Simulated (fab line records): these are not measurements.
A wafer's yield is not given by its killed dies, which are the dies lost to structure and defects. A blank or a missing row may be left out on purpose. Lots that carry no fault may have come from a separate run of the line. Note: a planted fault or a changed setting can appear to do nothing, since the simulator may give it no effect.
fab line records -- flow n5-finfet
record: lots: 7, wafers: 39
route steps=1938 shown ZERO_LAYER@16 FIN_SAQP@100 SD_EPI_N@279 HKMG_FIN@435 MOL_CONTACT_COAG@608 BEOL_M0_SAQP@648 BEOL_M2@918 BEOL_M4@1070 BEOL_M6@1230 BEOL_M9@1463 BEOL_M11@1575 BEOL_M14@1716 TV_LITHO@1886 PASSIVATION@1936
start-h: start of the lot's first displayed wafer, in hours after the record's first day -- wait-h: time in hours since the lot's previous step -- " the same as in the row above -- L1.1+2: several wafers, shown together as one row -- - no value, or no start was given -- * or withheld: withheld -- < > ~ a bound
route shown NAME@n: names a module that has steps shown in the file, with the first one's number in the route -- usual: mean/standard deviation of fault-free wafers -- same: alike in all rows -- chamber/n: place in a boat -- sites: per-site readings -- _std_site: the standard deviation of these -- _edge_site: mean of outer sites minus mean of inner sites -- radius-mm: for every site, how far away it sits from the centre of the wafer -- mask NAME#n: copy n -- behind: the tool/chamber that last shaped the wafer -- hold: reason for holding the lot/hours on hold/outcome of the hold -- device: the transistor (n, p or np) that didn't switch -- end of line: tests of these same wafers at the route's end -- a step without rows: its recipe alone -- killed: the dies lost at the first sort to structure and to defects; this is not the yield of the wafer -- map: shows each die of a wafer: x if killed, . if not, _ if none is there
set.NAME: the setting as run; set.NAME@STEP: as run at that earlier step -- model.NAME: the simulator's own value behind a step, which no gauge read
lots whose settings were changed on purpose; a table a step, a row a wafer
== steps ==
step: N5_ZERO_LAYER_ETCH_18
recipe: chemistry: HBr/Cl2, target: Si, target-depth-a: 1200, time-s: 40, pressure-mtorr: 10, icp-w: 800, bias-w: 75, HBr_flow_sccm: 150, Cl2_flow_sccm: 80
step: N5_FIN_SAQP_PECVD_06
recipe: material: a-Si, target-thk-a: 600, temp-c: 400, precursor: SiH4/He, pressure-torr: 3, rf-w: 100, time-s: 48.1
step: N5_SD_EPI_N_ETCH_16
recipe: chemistry: CHF3/O2, target: SiO2, target-depth-a: 50, mask-material: SOC, pressure-mtorr: 30, source-w: 650, bias-w: 170, Ar_flow_sccm: 200, CHF3_flow_sccm: 50, O2_flow_sccm: 5, ion-energy-ev: 200
step: N5_HKMG_FIN_ETCH_32
recipe: chemistry: N2/H2, target: SOC, target-depth-a: 2400, temp-c: 40, time-s: 300, ion-energy-ev: 200, mask-material: SiARC, pressure-mtorr: 30, source-w: 840, bias-w: 150, n2-flow-sccm: 200, h2-flow-sccm: 200
step: N5_MOL_CONTACT_COAG_ALD_133
recipe: material: SiO2, target-thk-a: 50, temp-c: 100, ald-precursor-family: BDEAS, ald-co-reactant: O2-plasma, pulse-time-s: 1, co-reactant-pulse-time-s: 1, purge-time-s: 2, co-reactant-purge-time-s: 2, ald-cycles: 35, pressure-torr: 2
step: N5_BEOL_M0_SAQP_DEVELOP_13
recipe: develop-time-s: 30, developer: TMAH, resist: CAR-ArF, dev-temp-c: 23, rinse-liquid: diw, dry: air-spin
step: N5_BEOL_M2_SPUTTER_94
recipe: material: Cu, target-thk-a: 45, temp-c: -20, chamber-pressure-pa: 0.07, power-w: withheld, time-s: 8.29
step: N5_BEOL_M4_TRENCH_ETCH_37
recipe: chemistry: C4F6/O2, target-depth-a: 555.55, target: SiOC, time-s: 29.2, ion-energy-ev: 250, pressure-mtorr: 30, source-w: 355, bias-w: 185, Ar_flow_sccm: 300, C4F6_flow_sccm: 10, O2_flow_sccm: 10
step: N5_BEOL_M6_DESCUM_33
recipe: chemistry: O2, time-s: 7, source-power-w: 50, bias-power-w: 20, pressure-mtorr: 20, rf-frequency-hz: 2.712e+07, temp-c: 40, resist: CAR-EUV, o2-flow-sccm: 225
step: N5_BEOL_M6_SPUTTER_48
recipe: material: Cu, target-thk-a: 100, temp-c: -20, bias-v: 60, power-w: 26000, chamber-pressure-pa: 0.13, time-s: 1.667
step: N5_BEOL_M9_ANNEAL_51
recipe: temp-c: 225, time-s: 90, ambient: N2
step: N5_BEOL_M11_VIA_ETCH_34
recipe: chemistry: C4F6/O2, target: SiCOH_lowk, target-depth-a: 1845, mask-material: SOC, taper-deg: 4, time-s: 69.2, ion-energy-ev: 250, pressure-mtorr: 30, source-w: 345, bias-w: 185, Ar_flow_sccm: 300, C4F6_flow_sccm: 10, O2_flow_sccm: 10
step: N5_BEOL_M14_ILD_DEP_00
recipe: material: SiO2, target-thk-a: 11193, temp-c: 400, precursor: TEOS/O2, pressure-torr: 6.5, rf-w: 900, teos-flow-sccm: 161.4, gas: O2, flow-sccm: 2650, time-s: 237.4
step: N5_PASSIVATION_DESCUM_12
recipe: chemistry: O2, time-s: 7.9, source-power-w: 50, bias-power-w: 20, pressure-mtorr: 20, rf-frequency-hz: 2.712e+07, temp-c: 40, o2-flow-sccm: 225
step: N5_PASSIVATION_PROBE_49
usual: sort_bin_5_function: 4.8/1.1
lot.wafer,tool,chamber,start-h,wait-h,set.target-depth-a@ZERO_LAYER_ETCH_18,set.time-s@FIN_SAQP_PECVD_06,set.target-depth-a@SD_EPI_N_ETCH_16,set.target-depth-a@HKMG_FIN_ETCH_32,set.ald-cycles@MOL_CONTACT_COAG_ALD_133,set.develop-time-s@BEOL_M0_SAQP_DEVELOP_13,set.time-s@BEOL_M2_SPUTTER_94,set.target-depth-a@BEOL_M4_TRENCH_ETCH_37,set.time-s@BEOL_M6_DESCUM_33,set.target-thk-a@BEOL_M6_SPUTTER_48,set.time-s@BEOL_M9_ANNEAL_51,set.target-depth-a@BEOL_M11_VIA_ETCH_34,set.target-thk-a@BEOL_M14_ILD_DEP_00,set.time-s@PASSIVATION_DESCUM_12,sort_bin_5_function[%]
L086.1,prober-01,-,339.82,0.0,1200,48.1,50,3201,51,30,9.719,259.1,11.02,100,54.5,2206,11193,7.9,96.5
L086.2,prober-01,-,339.87,0.1,1200,74.34,50,3201,51,30,8.29,259.1,7,150.3,54.5,1845,11193,7.9,97.3
L086.3,prober-01,-,339.92,0.1,1200,74.34,50,2400,35,30,8.29,555.55,7,100,90,2206,11193,5.185,96.4
L086.4,prober-01,-,339.97,0.2,1602,48.1,50,2400,35,30,9.719,259.1,7,150.3,90,2206,11193,5.185,98.1
L086.5,prober-01,-,340.02,0.2,1602,48.1,50,3201,35,30,8.29,555.55,11.02,100,90,1845,11193,7.9,4.2
L086.6,prober-01,-,340.07,0.3,1602,74.34,50,2400,51,30,9.719,555.55,11.02,150.3,54.5,1845,11193,5.185,97.6
L085.1,prober-01,-,340.42,0.0,1200,48.1,50,2400,35,30,8.29,843.8,7,100,54.93,1845,11193,12.21,4.3
L085.2,prober-01,-,340.47,0.1,1200,48.1,34.31,3361,35,22.33,8.29,843.8,7,100,90,2780,13570,7.9,5.1
L085.3,prober-01,-,340.52,0.1,1200,30.01,34.31,2400,35,22.33,8.29,555.55,2.894,100,90,1845,11193,12.21,2.7
L085.4,prober-01,-,340.57,0.2,1200,48.1,50,2400,35,30,8.29,555.55,7,100,54.93,1845,13570,7.9,3.4
L085.5,prober-01,-,340.62,0.2,1200,30.01,34.31,3361,35,30,8.29,555.55,2.894,100,90,2780,13570,12.21,4.6
L085.6,prober-01,-,340.67,0.3,1200,30.01,50,3361,35,22.33,8.29,843.8,2.894,100,54.93,2780,11193,7.9,3.6
L087.1,prober-01,-,350.89,0.0,1691,20.71,38.9,2400,54,30,8.29,555.55,8.085,100,109.8,1845,11193,7.9,97.4
L087.2,prober-01,-,350.94,0.1,1200,20.71,50,2400,35,15.38,8.29,555.55,7,100,109.8,1845,11193,3.975,4.2
L087.3,prober-01,-,350.99,0.1,1200,48.1,38.9,2400,35,15.38,8.29,555.55,8.085,154.4,90,1845,11193,3.975,3.9
L087.4,prober-01,-,351.04,0.2,1200,48.1,50,2400,54,30,8.29,555.55,8.085,154.4,109.8,2831,11193,3.975,97.2
L087.5,prober-01,-,351.09,0.2,1691,20.71,38.9,2400,35,30,8.29,555.55,7,100,90,2831,11193,7.9,4.5
L087.6,prober-01,-,351.14,0.3,1691,48.1,50,2400,54,15.38,8.29,555.55,7,154.4,90,2831,11193,7.9,97.0
L089.1,prober-01,-,362.68,0.0,1200,48.1,50,1593,35,39.07,8.29,555.55,7,100,90,1845,11193,7.9,4.7
L089.2,prober-01,-,362.73,0.1,1200,48.1,72.94,2400,35,39.07,8.29,339.7,7,100,90,1845,11193,7.9,4.2
L089.3,prober-01,-,362.78,0.1,1200,48.1,72.94,2400,19,30,8.29,339.7,7,100,90,1845,11193,7.9,4.7
L089.4,prober-01,-,362.83,0.2,1200,33.92,50,1593,19,30,8.29,339.7,7,100,90,1845,11193,7.9,4.2
L089.5,prober-01,-,362.88,0.2,1200,33.92,72.94,1593,19,39.07,8.29,555.55,7,100,90,1845,11193,7.9,4.7
L089.6,prober-01,-,362.93,0.3,1200,33.92,50,2400,35,30,8.29,555.55,7,100,90,1845,11193,7.9,3.9
L092.1,prober-02,-,376.49,0.0,1200,48.1,50,2400,35,30,8.29,555.55,7,100,90,1845,11193,7.9,6.1
L092.3,prober-02,-,376.59,0.1,1200,48.1,50,2400,35,30,8.29,555.55,7,100,90,1845,11193,7.9,4.5
L092.5,prober-02,-,376.69,0.2,1200,48.1,50,2400,35,30,8.29,555.55,7,100,90,1845,11193,7.9,6.9
L094.1,prober-02,-,391.97,0.0,1200,61.93,50,2400,55,30,5.466,555.55,7,119.8,36.75,1845,11193,7.9,96.9
L094.2,prober-02,-,392.02,0.1,1558,48.1,50,2400,55,24.71,8.29,555.55,4.448,100,90,1845,11193,7.9,96.9
L094.3,prober-02,-,392.07,0.1,1200,48.1,50,2400,35,24.71,8.29,852,7,100,36.75,1845,11193,4.1,4.6
L094.4,prober-02,-,392.12,0.2,1200,61.93,50,2400,35,30,8.29,555.55,4.448,119.8,36.75,1845,11193,4.1,4.2
L094.5,prober-02,-,392.17,0.2,1558,61.93,50,2400,35,24.71,5.466,852,4.448,119.8,90,1845,11193,4.1,4.0
L094.6,prober-02,-,392.22,0.3,1558,48.1,50,2400,55,30,5.466,852,7,100,90,1845,11193,7.9,94.9
L095.1,prober-02,-,395.40,0.0,1200,60.58,50,2400,35,30,8.29,555.55,7,100,141.4,1845,8742,7.9,3.7
L095.2,prober-02,-,395.45,0.1,1200,48.1,23.42,2400,35,30,8.29,555.55,7,100,90,1845,8742,5.491,4.5
L095.3,prober-02,-,395.50,0.1,1200,60.58,23.42,2400,35,30,8.29,555.55,7,100,90,1845,11193,5.491,5.8
L095.4,prober-02,-,395.55,0.2,899.9,48.1,23.42,2400,35,30,8.29,555.55,7,100,141.4,1845,11193,7.9,4.7
L095.5,prober-02,-,395.60,0.2,899.9,60.58,50,2400,35,30,8.29,555.55,7,100,90,1845,11193,7.9,6.4
L095.6,prober-02,-,395.65,0.3,899.9,48.1,50,2400,35,30,8.29,555.55,7,100,141.4,1845,8742,5.491,5.9
killed by level:class
L086.1 MOL_CONTACT_COAG:area-ald=1101 STI_FIN_REVEAL:geometric-particle:open=12 BEOL_M3:geometric-particle:open=7 BEOL_M1:geometric-particle:open=6 BEOL_M4:geometric-particle:open=6 GATE_CUT:geometric-particle:short=5 FIN_SAQP:geometric-particle:short=4 FIN_SAQP:geometric-particle:open=4
L086.2 FIN_SAQP:area-etch=646 MOL_CONTACT_COAG:area-ald=444 FIN_SAQP:geometric-particle:short=8 STI_FIN_REVEAL:geometric-particle:open=7 BEOL_M3:geometric-particle:open=7 GATE_CUT:geometric-particle:short=5 MOL_CONTACT_COAG:geometric-particle:open=5 BEOL_M0_SAQP:geometric-particle:short=5
L086.3 FIN_SAQP:area-etch=1101 STI_FIN_REVEAL:geometric-particle:open=11 BEOL_M2:geometric-particle:open=9 MOL_CONTACT_COAG:geometric-particle:open=5 STI_FIN_REVEAL:geometric-particle:short=3 MOL_CONTACT_COAG:geometric-particle:short=3 BEOL_M8:geometric-particle:open=3 FIN_SAQP:geometric-particle:open=2
L086.4 BEOL_M4:area-ecd=1116 BEOL_M4:geometric-particle:open=11 STI_FIN_REVEAL:geometric-particle:open=7 BEOL_M3:geometric-particle:open=7 FIN_SAQP:geometric-particle:short=3 MOL_CONTACT_COAG:geometric-particle:open=3 BEOL_M0_SAQP:geometric-particle:open=3 PAD_METAL:geometric-particle:open=3
L086.5 MOL_CONTACT_COAG:geometric-particle:open=13 STI_FIN_REVEAL:geometric-particle:open=9 GATE_CUT:geometric-particle:short=6 BEOL_M3:geometric-particle:open=6 FIN_SAQP:geometric-particle:short=4 GATE_CUT:geometric-particle:open=4 MOL_CONTACT_COAG:geometric-particle:short=3 BEOL_M1:geometric-particle:open=3
L086.6 FIN_SAQP:area-etch=809 MOL_CONTACT_COAG:area-ald=299 STI_FIN_REVEAL:geometric-particle:open=19 BEOL_M0_SAQP:geometric-particle:open=4 BEOL_M1:geometric-particle:open=4 BEOL_M3:geometric-particle:open=4 BEOL_M0_SAQP:geometric-particle:short=3 BEOL_M1:geometric-particle:short=3
L085.1 MOL_CONTACT_COAG:geometric-particle:open=12 BEOL_M4:geometric-particle:open=10 BEOL_M0_SAQP:geometric-particle:open=7 STARTING-WAFER:geometric-particle:open=5 BEOL_M3:geometric-particle:short=5 FIN_SAQP:geometric-particle:open=4 BEOL_M0_SAQP:geometric-particle:short=4 FIN_CUT:geometric-particle:open=3
L085.2 MOL_CONTACT_COAG:geometric-particle:open=12 BEOL_M2:geometric-particle:open=10 HKMG_FIN:area-etch=10 FIN_SAQP:geometric-particle:short=8 BEOL_M5:geometric-particle:open=8 BEOL_M0_SAQP:geometric-particle:short=6 BEOL_M4:geometric-particle:open=6 FIN_SAQP:geometric-particle:open=5
L085.3 BEOL_M4:geometric-particle:open=8 MOL_CONTACT_COAG:geometric-particle:open=6 BEOL_M4:geometric-particle:short=6 GATE_CUT:geometric-particle:open=5 BEOL_M0:geometric-particle:short=5 BEOL_M0:geometric-particle:open=5 BEOL_M1:geometric-particle:open=5 STI_FIN_REVEAL:geometric-particle:open=4
L085.4 MOL_CONTACT_COAG:geometric-particle:open=12 BEOL_M4:geometric-particle:open=8 GATE_CUT:geometric-particle:short=6 FIN_SAQP:geometric-particle:open=5 BEOL_M0_SAQP:geometric-particle:open=5 FIN_SAQP:geometric-particle:short=4 GATE_CUT:geometric-particle:open=3 MOL_CONTACT_COAG:geometric-particle:short=3
L085.5 BEOL_M0_SAQP:geometric-particle:short=12 MOL_CONTACT_COAG:geometric-particle:open=10 FIN_SAQP:geometric-particle:short=9 BEOL_M0_SAQP:geometric-particle:open=9 HKMG_FIN:area-etch=8 FIN_SAQP:geometric-particle:open=7 BEOL_M4:geometric-particle:open=5 MOL_CONTACT_COAG:geometric-particle:short=4
L085.6 MOL_CONTACT_COAG:geometric-particle:open=10 BEOL_M2:geometric-particle:open=9 FIN_SAQP:geometric-particle:open=7 GATE_CUT:geometric-particle:short=5 BEOL_M3:geometric-particle:short=5 FIN_SAQP:geometric-particle:short=4 BEOL_M0_SAQP:geometric-particle:open=4 BEOL_M1:geometric-particle:open=4
L087.1 MOL_CONTACT_COAG:area-ald=1102 MOL_CONTACT_COAG:geometric-particle:open=14 FIN_SAQP:geometric-particle:short=5 BEOL_M1:geometric-particle:open=5 BEOL_M2:geometric-particle:open=5 STARTING-WAFER:geometric-particle:short=4 BEOL_M0_SAQP:geometric-particle:open=4 BEOL_M0_SAQP:geometric-particle:short=4
L087.2 MOL_CONTACT_COAG:geometric-particle:open=20 HKMG_FIN:area-etch=10 STI_FIN_REVEAL:geometric-particle:open=9 BEOL_M0_SAQP:geometric-particle:short=6 FIN_SAQP:geometric-particle:open=5 GATE_CUT:geometric-particle:short=5 BEOL_M2:geometric-particle:open=4 MOL_CONTACT_COAG:geometric-particle:short=3
L087.3 FIN_SAQP:geometric-particle:open=10 MOL_CONTACT_COAG:geometric-particle:open=7 BEOL_M2:geometric-particle:open=7 FIN_SAQP:geometric-particle:short=5 STI_FIN_REVEAL:geometric-particle:open=4 BEOL_M0_SAQP:geometric-particle:open=4 BEOL_M0_SAQP:geometric-particle:short=4 BEOL_M1:geometric-particle:open=4
L087.4 MOL_CONTACT_COAG:area-ald=1106 BEOL_M2:geometric-particle:open=10 STI_FIN_REVEAL:geometric-particle:open=8 BEOL_M1:geometric-particle:open=6 BEOL_M0_SAQP:geometric-particle:short=5 BEOL_M0_SAQP:geometric-particle:open=5 BEOL_M1:geometric-particle:short=4 BEOL_M4:geometric-particle:open=4
L087.5 MOL_CONTACT_COAG:geometric-particle:open=12 HKMG_FIN:area-etch=11 BEOL_M0_SAQP:geometric-particle:open=7 BEOL_M3:geometric-particle:open=7 STARTING-WAFER:geometric-particle:short=6 BEOL_M2:geometric-particle:open=5 BEOL_M0:geometric-particle:open=4 BEOL_M0_SAQP:geometric-particle:short=4
L087.6 MOL_CONTACT_COAG:area-ald=1085 MOL_CONTACT_COAG:geometric-particle:open=11 BEOL_M0_SAQP:geometric-particle:open=11 FIN_SAQP:geometric-particle:short=8 BEOL_M2:geometric-particle:open=8 BEOL_M4:geometric-particle:open=7 FIN_SAQP:geometric-particle:open=4 STI_FIN_REVEAL:geometric-particle:open=4
L089.1 MOL_CONTACT_COAG:geometric-particle:open=9 DUMMY_GATE:geometric-particle:open=7 FIN_SAQP:geometric-particle:short=6 BEOL_M0_SAQP:geometric-particle:short=6 FIN_SAQP:geometric-particle:open=5 STI_FIN_REVEAL:geometric-particle:open=5 BEOL_M1:geometric-particle:open=5 BEOL_M2:geometric-particle:open=5
L089.2 BEOL_M4:area-ecd=381 BEOL_M0_SAQP:geometric-particle:open=19 BEOL_M0_SAQP:geometric-particle:short=9 BEOL_M3:geometric-particle:open=8 BEOL_M2:geometric-particle:open=7 MOL_CONTACT_COAG:geometric-particle:open=6 DUMMY_GATE:geometric-particle:open=5 FIN_SAQP:geometric-particle:open=4
L089.3 MOL_CONTACT_COAG:area-ald=1090 BEOL_M0_SAQP:geometric-particle:open=12 BEOL_M0_SAQP:geometric-particle:short=12 BEOL_M4:geometric-particle:open=9 MOL_CONTACT_COAG:geometric-particle:open=7 STI_FIN_REVEAL:geometric-particle:open=5 FIN_SAQP:geometric-particle:short=4 BEOL_M8:geometric-particle:open=4
L089.4 MOL_CONTACT_COAG:area-ald=1091 BEOL_M0_SAQP:geometric-particle:open=16 BEOL_M0_SAQP:geometric-particle:short=14 FIN_SAQP:geometric-particle:open=11 STI_FIN_REVEAL:geometric-particle:open=5 FIN_SAQP:geometric-particle:short=4 MOL_CONTACT_COAG:geometric-particle:open=4 BEOL_M4:geometric-particle:open=4
L089.5 MOL_CONTACT_COAG:area-ald=1087 BEOL_M0_SAQP:geometric-particle:open=14 DUMMY_GATE:geometric-particle:open=6 BEOL_M0_SAQP:geometric-particle:short=6 BEOL_M2:geometric-particle:open=6 BEOL_M4:geometric-particle:open=6 STI_FIN_REVEAL:geometric-particle:open=5 MOL_CONTACT_COAG:geometric-particle:open=4
L089.6 STI_FIN_REVEAL:geometric-particle:open=18 BEOL_M0_SAQP:geometric-particle:open=11 MOL_CONTACT_COAG:geometric-particle:open=9 BEOL_M0_SAQP:geometric-particle:short=6 BEOL_M2:geometric-particle:open=6 BEOL_M3:geometric-particle:open=4 FIN_SAQP:geometric-particle:short=3 MOL_CONTACT_COAG:geometric-particle:short=3
L092.1 BEOL_M2:geometric-particle:open=15 FIN_SAQP:geometric-particle:short=14 MOL_CONTACT_COAG:geometric-particle:open=14 STI_FIN_REVEAL:geometric-particle:open=13 FIN_SAQP:geometric-particle:open=10 GATE_CUT:geometric-particle:short=8 HKMG_FIN:area-etch=8 BEOL_M0_SAQP:geometric-particle:open=7
L092.3 BEOL_M0_SAQP:geometric-particle:open=13 STI_FIN_REVEAL:geometric-particle:open=8 MOL_CONTACT_COAG:geometric-particle:open=7 GATE_CUT:geometric-particle:short=7 BEOL_M0_SAQP:geometric-particle:short=7 BEOL_M1:geometric-particle:open=6 BEOL_M4:geometric-particle:open=6 FIN_SAQP:geometric-particle:open=5
L092.5 FIN_SAQP:geometric-particle:open=17 BEOL_M0_SAQP:geometric-particle:open=15 FIN_SAQP:geometric-particle:short=11 MOL_CONTACT_COAG:geometric-particle:open=11 STI_FIN_REVEAL:geometric-particle:open=8 BEOL_M0_SAQP:geometric-particle:short=7 BEOL_M3:geometric-particle:open=7 MOL_CONTACT_COAG:geometric-particle:short=6
L094.1 MOL_CONTACT_COAG:area-ald=1073 BEOL_M2:geometric-particle:open=16 BEOL_M0_SAQP:geometric-particle:open=14 BEOL_M0_SAQP:geometric-particle:short=10 BEOL_M1:geometric-particle:open=10 BEOL_M3:geometric-particle:open=6 MOL_CONTACT_COAG:geometric-particle:open=4 BEOL_M2:geometric-particle:short=4
L094.2 MOL_CONTACT_COAG:area-ald=1098 BEOL_M1:geometric-particle:open=9 BEOL_M0_SAQP:geometric-particle:short=8 GATE_CUT:geometric-particle:open=6 BEOL_M0_SAQP:geometric-particle:open=6 BEOL_M3:geometric-particle:open=6 BEOL_M7:geometric-particle:open=4 MOL_CONTACT_COAG:geometric-particle:open=3
L094.3 MOL_CONTACT_COAG:geometric-particle:open=9 DUMMY_GATE:geometric-particle:open=7 BEOL_M0_SAQP:geometric-particle:open=7 STARTING-WAFER:geometric-particle:short=6 FIN_SAQP:geometric-particle:open=5 FIN_SAQP:geometric-particle:short=4 BEOL_M1:geometric-particle:open=4 BEOL_M3:geometric-particle:open=4
L094.4 STI_FIN_REVEAL:geometric-particle:open=8 FIN_SAQP:geometric-particle:open=6 BEOL_M0_SAQP:geometric-particle:open=6 BEOL_M0_SAQP:geometric-particle:short=5 BEOL_M1:geometric-particle:open=5 BEOL_M4:geometric-particle:short=4 BEOL_M4:geometric-particle:open=4 PASS1_CAP:geometric-particle:open=4
L094.5 BEOL_M0_SAQP:geometric-particle:short=14 BEOL_M4:geometric-particle:open=13 MOL_CONTACT_COAG:geometric-particle:open=7 BEOL_M0_SAQP:geometric-particle:open=7 FIN_SAQP:geometric-particle:open=4 BEOL_M2:geometric-particle:open=4 BEOL_M3:geometric-particle:open=4 PASS1_CAP:geometric-particle:open=4
L094.6 MOL_CONTACT_COAG:area-ald=1052 MOL_CONTACT_COAG:geometric-particle:open=11 BEOL_M0_SAQP:geometric-particle:short=10 BEOL_M4:geometric-particle:open=10 MOL_CONTACT_COAG:geometric-particle:short=7 BEOL_M3:geometric-particle:open=7 BEOL_M4:geometric-particle:short=7 BEOL_M1:geometric-particle:open=6
L095.1 BEOL_M2:geometric-particle:open=10 BEOL_M0_SAQP:geometric-particle:short=8 BEOL_M0_SAQP:geometric-particle:open=7 BEOL_M1:geometric-particle:open=5 BEOL_M3:geometric-particle:open=5 ILD0:geometric-particle:open=4 BEOL_M4:geometric-particle:open=4 FIN_SAQP:geometric-particle:open=3
L095.2 BEOL_M4:geometric-particle:open=16 BEOL_M2:geometric-particle:open=13 MOL_CONTACT_COAG:geometric-particle:open=9 GATE_CUT:geometric-particle:short=6 BEOL_M3:geometric-particle:open=6 STI_FIN_REVEAL:geometric-particle:open=5 FIN_SAQP:geometric-particle:short=4 DUMMY_GATE:geometric-particle:open=4
L095.3 FIN_SAQP:geometric-particle:short=15 FIN_SAQP:geometric-particle:open=11 BEOL_M2:geometric-particle:open=11 BEOL_M3:geometric-particle:open=10 BEOL_M4:geometric-particle:open=8 MOL_CONTACT_COAG:geometric-particle:open=7 BEOL_M0_SAQP:geometric-particle:open=6 DUMMY_GATE:geometric-particle:open=5
L095.4 MOL_CONTACT_COAG:geometric-particle:open=13 FIN_SAQP:geometric-particle:open=8 BEOL_M3:geometric-particle:open=7 FIN_SAQP:geometric-particle:short=6 BEOL_M2:geometric-particle:open=6 BEOL_M1:geometric-particle:open=4 BEOL_M3:geometric-particle:short=4 BEOL_M0_SAQP:geometric-particle:short=3
L095.5 MOL_CONTACT_COAG:geometric-particle:open=15 BEOL_M4:geometric-particle:open=11 FIN_SAQP:geometric-particle:short=10 BEOL_M0_SAQP:geometric-particle:open=9 FIN_SAQP:geometric-particle:open=7 BEOL_M0_SAQP:geometric-particle:short=7 STI_FIN_REVEAL:geometric-particle:open=6 DUMMY_GATE:geometric-particle:open=5
L095.6 BEOL_M4:geometric-particle:open=12 BEOL_M2:geometric-particle:open=11 FIN_SAQP:geometric-particle:open=9 MOL_CONTACT_COAG:geometric-particle:open=8 BEOL_M0_SAQP:geometric-particle:short=8 BEOL_M1:geometric-particle:open=8 FIN_SAQP:geometric-particle:short=6 STI_FIN_REVEAL:geometric-particle:open=6
== key ==
split: step: N5_ZERO_LAYER_ETCH_18, setting: target-depth-a, stated-as: 1200
response none clear
split: step: N5_FIN_SAQP_PECVD_06, setting: time-s, stated-as: 48.1
response none clear
split: step: N5_SD_EPI_N_ETCH_16, setting: target-depth-a, stated-as: 50
response none clear
split: step: N5_HKMG_FIN_ETCH_32, setting: target-depth-a, stated-as: 2400
response none clear
split: step: N5_MOL_CONTACT_COAG_ALD_133, setting: ald-cycles, stated-as: 35
response: step: N5_PASSIVATION_PROBE_49, reading: sort_bin_5_function, slope: +1.25, per: 1%, together-with: all, explained: 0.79
split: step: N5_BEOL_M0_SAQP_DEVELOP_13, setting: develop-time-s, stated-as: 30
response none clear
split: step: N5_BEOL_M2_SPUTTER_94, setting: time-s, stated-as: 8.29
response none clear
split: step: N5_BEOL_M4_TRENCH_ETCH_37, setting: target-depth-a, stated-as: 555.55
response none clear
split: step: N5_BEOL_M6_DESCUM_33, setting: time-s, stated-as: 7
response none clear
split: step: N5_BEOL_M6_SPUTTER_48, setting: target-thk-a, stated-as: 100
response none clear
split: step: N5_BEOL_M9_ANNEAL_51, setting: time-s, stated-as: 90
response none clear
split: step: N5_BEOL_M11_VIA_ETCH_34, setting: target-depth-a, stated-as: 1845
response none clear
split: step: N5_BEOL_M14_ILD_DEP_00, setting: target-thk-a, stated-as: 11193
response none clear
split: step: N5_PASSIVATION_DESCUM_12, setting: time-s, stated-as: 7.9
response none clear
